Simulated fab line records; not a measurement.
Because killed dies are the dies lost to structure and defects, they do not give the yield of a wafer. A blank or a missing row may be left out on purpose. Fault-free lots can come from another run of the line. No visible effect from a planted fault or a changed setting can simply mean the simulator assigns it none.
fab line records | flow n5Finfet
record lots=9 | wafers=27 | lastDay=18
route steps=1938 shown HKMG_FIN@437 BEOL_M4@1111
lots that met no fault: taken from a fault-free run of the same line
startH: the number of hours between the record's first day and the start of the first shown wafer of the lot | waitH: time in hours since the lot's previous step | " same as the row above | L1.1+2: several wafers, shown together as one row | - value missing, or start not given | * or withheld: withheld | < > ~ a bound
route shown NAME@n: names a module that has steps shown in the file, with the first one's number in the route | usual: mean and standard deviation over wafers with no fault | same: alike in all rows | chamber/n: place in a boat | sites: readings site by site | _std_site: the values' standard deviation | _edge_site: the outer-site mean with the inner-site mean subtracted | radiusMm: how far each site lies from the wafer's centre | mask NAME#n: copy n | behind: the tool/chamber that last shaped the wafer | hold: reason for holding the lot/hours on hold/outcome of the hold | device: whichever transistor did not switch (one of n, p or np) | end of line: tests of these same wafers at the route's end | where a step has no rows: the recipe by itself | killed: at the first sort, the dies lost to defects and structure; wafer yield is something else | map: dies across one wafer; x = killed, . = not, _ = none there
set.NAME: the setting that was run; set.NAME@STEP: the one run at that earlier step | model.NAME: the simulator's own value behind a step, which no gauge read
route steps across a sampled set of lots; one table per step, one row per wafer
services: the hour from which a tool's chamber was out of use, counted from the record's first day as startH (under 0 if before that day), plus the number of hours and why
## steps
# step N5_HKMG_FIN_STRIP_34
# recipe chemistry=CF4 | resist=SiARC | powerW=300 | biasPowerW=75 | pressureMtorr=50 | cf4FlowSccm=150 | rfFrequencyHz=6e+07
# usual biasPowerW=75.01/0.23 | cf4FlowSccm=150.0/0.47 | drypumpMotorCurrentA=6.0/0.55 | oesProductAu=0.77/0.049 | rfVppV=271.3/1.4 | showerheadPlenumPTorr=1.80/0.051 | throttleValvePct=13.55/0.25
lot.wafer | tool       | chamber | startH | waitH | biasPowerW | cf4FlowSccm | drypumpMotorCurrentA | oesProductAu | rfHoursCounterH | rfVppV | showerheadPlenumPTorr | throttleValvePct
L101.3    | rieDiel-05 | 3       | 94.62  | 0.0   | 74.80      | 150.4       | 5.5                  | 0.89         | 23              | 270.3  | 1.75                  | 13.24
L101.4    | "          | 0       | "      | "     | 75.02      | 150.6       | 6.4                  | 0.83         | 75              | 273.1  | 1.82                  | 13.49
L101.6    | "          | 1       | "      | "     | 75.07      | 149.5       | 6.7                  | 0.80         | -               | 272.5  | 1.80                  | 13.14
L102.2    | rieDiel-02 | 3       | 102.70 | 0.0   | 74.82      | 149.9       | 5.7                  | 0.73         | 174             | 271.7  | 1.79                  | 13.71
L102.4    | "          | 1       | "      | "     | 75.32      | 150.0       | 6.7                  | 0.85         | 48              | 273.8  | 1.90                  | 13.23
L102.6    | "          | 1       | "      | "     | 75.04      | 149.8       | 6.7                  | 0.84         | -               | 275.6  | 1.90                  | 13.23
L103.1    | rieDiel-06 | 0       | 105.15 | 0.0   | 75.24      | 150.1       | 5.7                  | 0.72         | 197             | 269.6  | 1.70                  | 13.84
L103.2    | "          | 1       | "      | "     | 75.03      | 149.6       | 5.5                  | 0.73         | 159             | 268.8  | 1.72                  | 13.90
L103.4    | "          | 2       | "      | "     | 75.04      | 149.7       | 4.9                  | 0.70         | 184             | 271.8  | 1.85                  | 13.95
L108.3    | rieDiel-06 | 0       | 137.43 | 0.0   | 75.15      | 150.3       | 5.8                  | 0.71         | 207             | 268.1  | 1.70                  | 13.87
L108.5    | "          | 0       | "      | "     | 75.40      | 150.6       | 5.8                  | 0.71         | -               | 268.8  | 1.70                  | 13.85
L108.6    | "          | 1       | "      | "     | 75.25      | 148.2       | 5.5                  | 0.71         | -               | 269.2  | 1.72                  | 13.93
L111.3    | rieDiel-02 | 0       | 157.47 | 0.0   | 74.79      | 149.6       | 5.7                  | 0.77         | 139             | 270.4  | 1.79                  | 13.61
L111.4    | "          | 1       | "      | "     | 74.94      | 149.8       | 6.7                  | 0.82         | 71              | 272.6  | 1.89                  | 13.29
L111.6    | "          | 3       | "      | "     | 74.92      | 149.6       | 5.7                  | 0.72         | -               | 271.2  | 1.78                  | 13.77
L113.4    | rieDiel-06 | 2       | 168.25 | 0.0   | 74.95      | 149.5       | 4.9                  | 0.69         | 209             | 272.5  | 1.84                  | 14.01
L113.5    | "          | 3       | "      | "     | 75.12      | 150.1       | 5.0                  | 0.72         | -               | 270.5  | 1.72                  | 13.33
L113.6    | "          | 0       | "      | "     | 74.88      | 150.2       | 5.8                  | 0.70         | -               | 270.0  | 1.70                  | 13.88
L114.1    | rieDiel-05 | 2       | 174.05 | 0.0   | 74.79      | 149.8       | 6.2                  | 0.72         | 196             | 270.7  | 1.79                  | 13.90
L114.3    | "          | 1       | "      | "     | 75.22      | 148.9       | 6.7                  | 0.78         | 111             | 271.9  | 1.79                  | 13.21
L114.5    | "          | 1       | "      | "     | 75.33      | 149.0       | 6.7                  | 0.77         | -               | 271.0  | 1.79                  | 13.19
L116.3    | rieDiel-05 | 1       | 184.75 | 0.0   | 75.05      | 150.2       | 6.7                  | 0.78         | 115             | 270.5  | 1.79                  | 13.20
L116.5    | "          | 0       | "      | "     | 74.94      | 149.0       | 6.4                  | 0.80         | -               | 271.2  | 1.81                  | 13.55
L116.6    | "          | 3       | "      | "     | 74.78      | 150.6       | 5.4                  | 0.85         | -               | 271.6  | 1.74                  | 13.31
L121.1    | rieDiel-02 | 2       | 217.10 | 0.0   | 74.87      | 150.1       | 6.1                  | 0.76         | 123             | 270.4  | 1.80                  | 13.60
L121.5    | "          | 3       | "      | "     | 75.00      | 149.2       | 5.7                  | 0.71         | -               | 272.6  | 1.78                  | 13.81
L121.6    | "          | 0       | "      | "     | 75.13      | 149.6       | 5.7                  | 0.76         | -               | 271.0  | 1.78                  | 13.66
# step N5_HKMG_FIN_STRIP_19
# recipe chemistry=N2/H2 | powerW=2500 | tempC=300 | h2Frac=0.65 | timeS=360 | pressureMtorr=withheld | n2FlowSccm=1750 | h2FlowSccm=3250
# usual drypumpMotorCurrentA=5.95/0.12 | heaterPowerW=418/51 | tempC=300.00/0.18
lot.wafer | tool           | chamber | startH | waitH | drypumpMotorCurrentA | heaterPowerW | rfHoursCounterH | tempC
L101.3    | plasmaAsher-02 | 1       | 95.05  | 0.1   | 5.78                 | 392          | -               | 300.16
L101.4    | "              | 0       | "      | "     | 6.03                 | 345          | -               | 300.09
L101.6    | "              | 1       | "      | "     | 5.77                 | 389          | -               | 300.30
L102.2    | plasmaAsher-01 | 1       | 103.02 | 0.0   | 5.92                 | 462          | 94              | 300.07
L102.4    | "              | 1       | "      | "     | 5.91                 | 450          | -               | 299.82
L102.6    | "              | 1       | "      | "     | 5.89                 | 461          | -               | 299.64
L103.1    | plasmaAsher-01 | 0       | 105.61 | 0.2   | 6.11                 | 478          | 96              | 299.75
L103.2    | "              | 1       | "      | "     | 5.90                 | 462          | 96              | 300.05
L103.4    | "              | 0       | "      | "     | 6.10                 | 474          | -               | 299.83
L108.3    | plasmaAsher-02 | 1       | 137.86 | 0.1   | 5.76                 | 394          | -               | 300.01
L108.5    | "              | 1       | "      | "     | 5.77                 | 382          | -               | 299.89
L108.6    | "              | 0       | "      | "     | 6.04                 | 344          | -               | 300.06
L111.3    | plasmaAsher-01 | 1       | 157.90 | 0.1   | 5.89                 | 446          | -               | 299.94
L111.4    | "              | 0       | "      | "     | 6.11                 | 467          | -               | 300.12
L111.6    | "              | 1       | "      | "     | 5.86                 | 468          | -               | 300.15
L113.4    | plasmaAsher-01 | 0       | 168.71 | 0.1   | 6.10                 | 484          | -               | 300.22
L113.5    | "              | 1       | "      | "     | 5.88                 | 457          | -               | 300.14
L113.6    | "              | 0       | "      | "     | 6.09                 | 487          | -               | 300.10
L114.1    | plasmaAsher-02 | 0       | 174.36 | 0.0   | 6.03                 | 355          | 53              | 299.79
L114.3    | "              | 0       | "      | "     | 6.03                 | 347          | -               | 300.28
L114.5    | "              | 0       | "      | "     | 6.03                 | 348          | -               | 299.95
L116.3    | plasmaAsher-02 | 0       | 185.18 | 0.1   | 6.03                 | 348          | -               | 299.97
L116.5    | "              | 0       | "      | "     | 6.03                 | 353          | -               | 299.94
L116.6    | "              | 1       | "      | "     | 5.78                 | 393          | -               | 299.91
L121.1    | plasmaAsher-01 | 1       | 217.42 | 0.0   | 5.89                 | 448          | 119             | 300.15
L121.5    | "              | 1       | "      | "     | 5.90                 | 453          | -               | 300.31
L121.6    | "              | 0       | "      | "     | 6.13                 | 464          | -               | 300.08
# step N5_HKMG_FIN_ALD_21
# recipe material=TiN | targetThkA=15 | tempC=400 | aldPrecursorFamily=TiCl4 | aldCoReactant=NH3 | pulseTimeS=1 | purgeTimeS=3 | coReactantPurgeTimeS=2 | coReactantPulseTimeS=2 | aldCycles=68 | pressureTorr=3
# usual heaterPowerW=843/89 | precursorPulseHeightRel=1.000/0.021 | susceptorTempC=400.01/0.22
lot.wafer | tool        | chamber | startH | waitH | heaterPowerW | precursorPulseHeightRel | susceptorTempC
L101.3    | aldMetal-04 | 2       | 97.47  | 0.1   | 785          | 1.004                   | 399.86
L101.4    | "           | 1       | "      | "     | 849          | 0.997                   | 400.03
L101.6    | "           | 1       | "      | "     | 841          | 0.991                   | 399.77
L102.2    | aldMetal-04 | 0       | 105.64 | 0.3   | 746          | 0.977                   | 399.99
L102.4    | "           | 2       | "      | "     | 780          | 1.022                   | 400.24
L102.6    | "           | 0       | "      | "     | 780          | 1.000                   | 399.95
L103.1    | aldMetal-03 | 1       | 108.15 | 0.3   | 788          | 0.971                   | 400.46
L103.2    | "           | 2       | "      | "     | 1087         | 0.993                   | 400.16
L103.4    | "           | 0       | "      | "     | 906          | 1.026                   | 400.20
L108.3    | aldMetal-03 | 2       | 140.51 | 0.1   | 1080         | 0.983                   | 399.66
L108.5    | "           | 3       | "      | "     | 731          | 1.011                   | 399.78
L108.6    | "           | 0       | "      | "     | 889          | 0.971                   | 399.87
L111.3    | aldMetal-03 | 3       | 160.39 | 0.1   | 731          | 0.995                   | 399.59
L111.4    | "           | 2       | "      | "     | 1091         | 1.006                   | 399.76
L111.6    | "           | 1       | "      | "     | 785          | 0.968                   | 400.14
L113.4    | aldMetal-03 | 1       | 171.16 | 0.1   | 653          | 1.034                   | 369.89
L113.5    | "           | 0       | "      | "     | 715          | 1.019                   | 370.27
L113.6    | "           | 3       | "      | "     | 615          | 1.001                   | 369.82
L114.1    | aldMetal-03 | 3       | 176.94 | 0.3   | 591          | 1.028                   | 370.19
L114.3    | "           | 0       | "      | "     | 756          | 0.978                   | 370.05
L114.5    | "           | 0       | "      | "     | 729          | 0.996                   | 369.67
L116.3    | aldMetal-04 | 3       | 187.61 | 0.1   | 867          | 1.014                   | 400.03
L116.5    | "           | 2       | "      | "     | 779          | 0.966                   | 399.82
L116.6    | "           | 3       | "      | "     | 880          | 1.004                   | 400.16
L121.1    | aldMetal-01 | 2       | 219.95 | 0.3   | 874          | 1.018                   | 399.91
L121.5    | "           | 1       | "      | "     | 843          | 0.982                   | 399.80
L121.6    | "           | 0       | "      | "     | 901          | 1.024                   | 399.89
# step N5_HKMG_FIN_CMP_23
# recipe stopOn=SiNx | tOverpolishS=10 | postCmpClean=rinseOnly | downForcePsi=4 | platenRpm=50.289 | padVelocityMS=1.0006 | targetThkNm=46.326
# usual headPressurePsi=4.000/0.0098 | motorCurrentA=11.6/1.6 | slurryFlowMlMin=150.0/0.47
lot.wafer | tool   | chamber | startH | waitH | headPressurePsi | motorCurrentA | slurryFlowMlMin
L101.4    | cmp-02 | 0       | 98.01  | 0.0   | 4.001           | 12.0          | 150.2
L101.3    | "      | 3       | "      | "     | 4.005           | 10.1          | 150.7
L101.6    | "      | 0       | "      | "     | 3.995           | 12.4          | 150.9
L102.4    | cmp-01 | 3       | 106.25 | 0.1   | 3.994           | 11.7          | 149.7
L102.2    | "      | 1       | "      | "     | 3.989           | 11.2          | 150.2
L102.6    | "      | 3       | "      | "     | 3.991           | 12.0          | 150.3
L103.1    | cmp-01 | 2       | 108.68 | 0.0   | 3.992           | 12.9          | 150.0
L103.2    | "      | 0       | "      | "     | 4.005           | 15.2          | 149.6
L103.4    | "      | 1       | "      | "     | 3.990           | 11.9          | 150.4
L108.3    | cmp-02 | 1       | 141.06 | 0.0   | 4.001           | 12.0          | 150.0
L108.5    | "      | 1       | "      | "     | 4.008           | 11.4          | 150.4
L108.6    | "      | 2       | "      | "     | 3.982           | 9.0           | 149.7
L111.3    | cmp-04 | 0       | 160.92 | 0.0   | 4.001           | 9.4           | 149.3
L111.4    | "      | 1       | "      | "     | 4.011           | 13.3          | 149.4
L111.6    | "      | 0       | "      | "     | 4.005           | 9.0           | 150.0
L113.4    | cmp-04 | 0       | 171.70 | 0.0   | 4.008           | 9.0           | 149.5
L113.5    | "      | 0       | "      | "     | 4.005           | 9.5           | 149.5
L113.6    | "      | 1       | "      | "     | 4.001           | 13.5          | 149.7
L114.3    | cmp-02 | 3       | 177.73 | 0.3   | 4.021           | 9.8           | 150.3
L114.1    | "      | 0       | "      | "     | 3.998           | 12.8          | 149.7
L114.5    | "      | 3       | "      | "     | 4.002           | 9.3           | 150.5
L116.3    | cmp-04 | 1       | 188.14 | 0.0   | 3.995           | 13.0          | 149.6
L116.5    | "      | 1       | "      | "     | 3.992           | 13.8          | 149.9
L116.6    | "      | 2       | "      | "     | 3.986           | 10.0          | 149.6
L121.1    | cmp-01 | 3       | 220.72 | 0.3   | 4.003           | 12.2          | 150.2
L121.6    | "      | 0       | "      | "     | 4.011           | 14.2          | 150.3
L121.5    | "      | 1       | "      | "     | 3.996           | 12.1          | 150.3
# step N5_BEOL_M4_RC_MEAS_101
# usual DIBL_N=36.3/2 | DIBL_P=36.3/2.4 | IOFF_N=0.16/0.034 | IOFF_P=0.21/0.035 | ION_N=672/12 | ION_P=459/6.5 | SS_N=71.6/0.67 | SS_P=73.3/0.71 | VT_N=250/3.5 | VT_P=-251/3
lot.wafer | tool      | chamber | startH | waitH | DIBL_N[mV/V] | DIBL_P[mV/V] | IOFF_N[nA/um] | IOFF_P[nA/um] | ION_N[uA/um] | ION_P[uA/um] | SS_N[mV/dec] | SS_P[mV/dec] | VT_N[mV] | VT_P[mV]
L101.3    | prober-02 | 0       | 184.97 | 0.3   | 35.0         | 34.4         | 0.14          | 0.18          | 666          | 453          | 71.1         | 73.2         | 249      | -254
L101.4    | "         | 0       | "      | "     | 33.2         | 31.5         | 0.10          | 0.13          | 647          | 440          | 70.8         | 72.8         | 256      | -256
L101.6    | "         | 0       | "      | "     | 33.3         | 32.3         | 0.11          | 0.15          | 650          | 452          | 70.9         | 72.7         | 256      | -253
L102.2    | prober-02 | 0       | 191.15 | 0.2   | 36.8         | 38.7         | 0.17          | 0.20          | 675          | 453          | 71.6         | 73.8         | 250      | -254
L102.4    | "         | 0       | "      | "     | 35.0         | 37.0         | 0.15          | 0.18          | 675          | 458          | 70.9         | 73.1         | 253      | -255
L102.6    | "         | 0       | "      | "     | 36.5         | 38.6         | 0.16          | 0.21          | 675          | 453          | 71.7         | 73.9         | 253      | -252
L103.1    | prober-02 | 0       | 197.18 | 0.0   | 35.9         | 34.6         | 0.14          | 0.17          | 657          | 444          | 71.6         | 73.7         | 255      | -256
L103.2    | "         | 0       | "      | "     | 39.3         | 38.7         | 0.22          | 0.23          | 689          | 463          | 73.1         | 74.5         | 247      | -251
L103.4    | "         | 0       | "      | "     | 35.9         | 34.3         | 0.15          | 0.16          | 672          | 452          | 72.0         | 73.3         | 251      | -256
L108.3    | prober-02 | 0       | 261.43 | 0.3   | 38.4         | 39.9         | 0.19          | 0.26          | 689          | 467          | 71.9         | 74.1         | 247      | -250
L108.5    | "         | 0       | "      | "     | 37.1         | 37.6         | 0.17          | 0.24          | 673          | 465          | 71.4         | 73.6         | 251      | -246
L108.6    | "         | 0       | "      | "     | 35.5         | 36.4         | 0.14          | 0.20          | 669          | 459          | 70.8         | 73.8         | 251      | -249
L111.3    | prober-01 | 0       | 261.57 | 0.3   | 35.5         | 37.5         | 0.15          | 0.22          | 664          | 458          | 72.0         | 73.6         | 253      | -248
L111.4    | "         | 0       | "      | "     | 36.9         | 38.8         | 0.19          | 0.23          | 671          | 459          | 72.6         | 73.9         | 249      | -249
L111.6    | "         | 0       | "      | "     | 38.3         | 40.6         | 0.22          | 0.28          | 679          | 465          | 72.3         | 74.3         | 244      | -247
L113.4    | prober-01 | 0       | 286.85 | 0.5   | 33.0         | 33.7         | 0.12          | 0.18          | 658          | 457          | 71.0         | 72.3         | 253      | -250
L113.5    | "         | 0       | "      | "     | 36.1         | 36.9         | 0.17          | 0.23          | 656          | 454          | 71.5         | 73.2         | 250      | -248
L113.6    | "         | 0       | "      | "     | 35.6         | 36.2         | 0.15          | 0.22          | 669          | 455          | 71.2         | 73.1         | 250      | -251
L114.1    | prober-02 | 0       | 302.96 | 0.0   | 36.1         | 37.3         | 0.15          | 0.22          | 661          | 462          | 71.3         | 73.1         | 249      | -248
L114.3    | "         | 0       | "      | "     | 36.9         | 37.7         | 0.16          | 0.22          | 669          | 469          | 70.7         | 72.8         | 249      | -245
L114.5    | "         | 0       | "      | "     | 36.7         | 38.0         | 0.16          | 0.22          | 684          | 474          | 72.0         | 73.5         | 249      | -248
L116.3    | prober-02 | 0       | 319.02 | 0.3   | 37.0         | 38.8         | 0.20          | 0.25          | 682          | 462          | 71.8         | 74.3         | 247      | -248
L116.5    | "         | 0       | "      | "     | 34.8         | 34.8         | 0.15          | 0.19          | 666          | 454          | 71.2         | 74.1         | 249      | -252
L116.6    | "         | 0       | "      | "     | 38.7         | 38.5         | 0.24          | 0.24          | 676          | 458          | 72.4         | 74.0         | 244      | -249
L121.1    | prober-01 | 0       | 326.38 | 0.0   | 36.8         | 37.1         | 0.19          | 0.22          | 680          | 459          | 71.8         | 73.0         | 248      | -249
L121.5    | "         | 0       | "      | "     | 37.2         | 37.9         | 0.20          | 0.24          | 679          | 459          | 72.0         | 73.4         | 246      | -248
L121.6    | "         | 0       | "      | "     | 36.1         | 36.1         | 0.18          | 0.21          | 684          | 462          | 72.0         | 72.6         | 245      | -251
## services
tool           | chamber | startH | hours | kind
aldMetal-04    | 1       | 75.55  | 3.7   | repair
rieDiel-02     | 1       | 96.54  | 4.5   | repair
aldMetal-03    | 1       | 98.43  | 5.5   | repair
rieDiel-05     | 3       | 102.56 | 2.6   | repair
plasmaAsher-02 | -       | 104.06 | 2.8   | pm
rieDiel-06     | 2       | 122.85 | 3.9   | repair
rieDiel-06     | 0       | 138.95 | 18.3  | repair
rieDiel-05     | -       | 146.10 | 14.6  | pm
cmp-01         | -       | 146.36 | 4.0   | pm
cmp-01         | -       | 150.36 | -     | consumableReplace:conditioner
cmp-01         | -       | 150.36 | -     | consumableReplace:pad
cmp-02         | -       | 156.03 | 16.5  | pm
rieDiel-05     | 0       | 161.45 | 14.5  | repair
cmp-01         | -       | 173.90 | 7.2   | repair
rieDiel-05     | 2       | 176.47 | 4.3   | repair
aldMetal-03    | -       | 178.80 | 1.6   | repair
cmp-01         | -       | 187.32 | 1.9   | repair
aldMetal-04    | 0       | 188.48 | 10.4  | repair
cmp-02         | -       | 203.16 | 2.4   | repair
rieDiel-02     | -       | 212.23 | 1.0   | repair
cmp-01         | -       | 213.33 | 1.3   | repair
## key
firstSign step=N5_HKMG_FIN_ALD_21 | reading=susceptorTempC | direction=down | sigmas=99+ | usual=* | struck=*
effect step=N5_HKMG_FIN_ALD_21 | reading=heaterPowerW | direction=down | sigmas=1.9 | usual=* | struck=*
metAt N5_HKMG_FIN_ALD_21
struckLots L113,L114
notActingAt N5_HKMG_FIN_STRIP_34,N5_HKMG_FIN_STRIP_19,N5_HKMG_FIN_CMP_23
onsetBetween 160.39 171.16
fault kind=processParameterDrift | tool=aldMetal-03 | chamber=- | onsetH=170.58 | steps=N5_HKMG_FIN_ALD_21 | channel=tempC | offset=* | shape=step | endH=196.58 | actsIn=* | stated=*
